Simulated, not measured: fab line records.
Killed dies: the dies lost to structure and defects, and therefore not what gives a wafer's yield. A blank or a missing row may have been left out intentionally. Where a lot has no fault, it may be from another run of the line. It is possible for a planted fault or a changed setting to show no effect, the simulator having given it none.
A struck lot beside a sound one :: flow n5Finfet :: 22 steps out of a route of 1938
Sound: wafers L740.2, L740.4, L740.5. The struck wafers were L749.4, L749.5, L749.6. The cause comes at the end.
Each step with rows lists, per side, the tool, then ch with its chambers, then its first start. Under that, the readings that differ: sound wafers :: struck wafers :: difference of the means :: sigmas: that difference in standard deviations of wafers without a fault.
alike: readings whose means differ by less than 2 such deviations, and words and numbers that are the same on both sides. not compared: withheld readings, readings that some wafer has no value for, bounds like >300 that may hide the same value, and numbers for which the record gives no deviation and whose values overlap.
The two part at a step that has a row with sigmas, a row that says differs or no value, or rows on one side only. When numbers do not overlap yet have no deviation, they are printed without sigmas and do not part them. A reading missing from all wafers of one side parts the sides only when that side holds two or more wafers.

first, 1 step without rows for these wafers: N5_SD_EPI_P_WET_ETCH_45 (etches SiO2 in dHF, time 10.7 s, target depth 2 nm, rinse time 30 s).
N5_SD_EPI_P_STRIP_40: strips in N2/H2.
  sound on plasmaAsher-02 ch 0,1, day 5 08:23; struck on plasmaAsher-01 ch 0,1, day 7 12:35
  alike: drypumpMotorCurrentA, heaterPowerW, oesProductAu
  not compared: rfHoursCounterH
then, 5 steps without rows for these wafers: N5_SD_EPI_P_PRECLEAN_52 (cleans in O3/DIW, time 60 s); N5_SD_EPI_P_SRD_20 (time 30 s); N5_SD_EPI_P_PRECLEAN_51 (cleans in NF3:NH3, afs cycles 1, time 20 s, sublimation time 60 s); N5_SD_EPI_P_VAPOR_ETCH_44 (etches SiGe30 in NF3/Ar, time 3.3 s); N5_SD_EPI_P_EPI_21 (deposits SiGe:B, time 355 s).
N5_SD_EPI_P_EPI_MEAS_23:
  sound: filmMetro-02 at day 5 11:56; struck: filmMetro-01 at day 7 15:17
  alike: thkNm
then, 4 steps without rows for these wafers: N5_SD_EPI_P_HM_STRIP_48 (strips SiNx in H3PO4, material SiNx, target depth 3 nm); N5_SD_EPI_P_SRD_49 (time 30 s); N5_SD_EPI_P_PRECLEAN_24 (cleans in O3/DIW, time 45 s); N5_SD_EPI_P_PRECLEAN_32 (cleans in dHF, time 10 s).
N5_SD_EPI_P_PRECLEAN_33: cleans in SC2, time 45 s.
  sound on wetBench-02 ch 3,5,7, day 5 12:03; struck on wetBench-02 ch 4,6,7, day 7 15:23
then, 1 step without rows for these wafers: N5_SD_EPI_P_SRD_25 (time 30 s).
N5_SD_EPI_P_INSPECT_26: inspects for defects (darkfield).
  sound: defectInspect-01 at day 5 12:07; struck: defectInspect-01 at day 7 15:27
reading: rawDefectCount
sound: 106 119 160
struck: 701 735 670
difference: +574
sigmas: +17
N5_SD_ACTIVATION_RTA_00: time 0 s.
  sound on rtpAnneal-02 ch 0, day 5 12:10; struck on rtpAnneal-01 ch 0, day 7 15:34
  alike: lampPowerPct, lamp_zone_4_pct, lamp_zone_5_pct, wafer_temp_C_max
N5_SD_ACTIVATION_LSA_01: time 0.0008 s.
  sound on laserAnneal-01 ch 0, day 5 12:22; struck on laserAnneal-02 ch 0, day 7 15:46
  alike: wafer_temp_C_max
N5_SD_ACTIVATION_RS_MEAS_03: uses a four-point probe to measure.
  sound: filmMetro-02 at day 5 12:34; struck: filmMetro-01 at day 7 15:56
  alike: RS_SD_N, RS_SD_P
N5_SD_ACTIVATION_INSPECT_02: inspects for defects (darkfield).
  sound: defectInspect-01 at day 5 12:52; struck: defectInspect-01 at day 7 16:12
reading: rawDefectCount
sound: 105 114 152
struck: 697 737 667
difference: +577
sigmas: +19
N5_ILD0_LINER_00: material SiNx, target thk 4 nm, pulse time 1 s, purge time 2 s.
  sound on aldSin-01 ch 1,3, day 5 12:54; struck on aldSin-02 ch 1,2, day 7 16:14
  alike: chamberPressureTorr, heaterPowerW, precursorPulseHeightRel, susceptorTempC
-- the record jumps here: 9 days lie between the struck wafers' starts before and after (it left off in module ILD0 and takes up again in module BEOL_M4, whose first step shown is number 1111 of the route) --
N5_BEOL_M4_RC_MEAS_101:
  sound on prober-02 ch 0, day 17 15:47; struck on prober-01 ch 0, day 16 16:45
reading: ION_N (uA/um)
sound: 675 658 652
struck: 681 685 684
difference: +22
sigmas: +3
  alike: DIBL_N, DIBL_P, IOFF_N, IOFF_P, ION_P, SS_N, SS_P, VT_N, VT_P
-- here the record skips 5 days between the struck wafers' starts before and after, leaving off in module BEOL_M4 and picking up in module PASSIVATION (first step shown: number 1936 of the route) --
N5_PASSIVATION_PROBE_49:
  record: rows for the struck wafers here (prober-01, day 21 05:41), none for the sound ones

WHERE THEY PART
First at N5_SD_EPI_P_INSPECT_26; last, within this record, at N5_PASSIVATION_PROBE_49.

WHY: what the simulator had put in
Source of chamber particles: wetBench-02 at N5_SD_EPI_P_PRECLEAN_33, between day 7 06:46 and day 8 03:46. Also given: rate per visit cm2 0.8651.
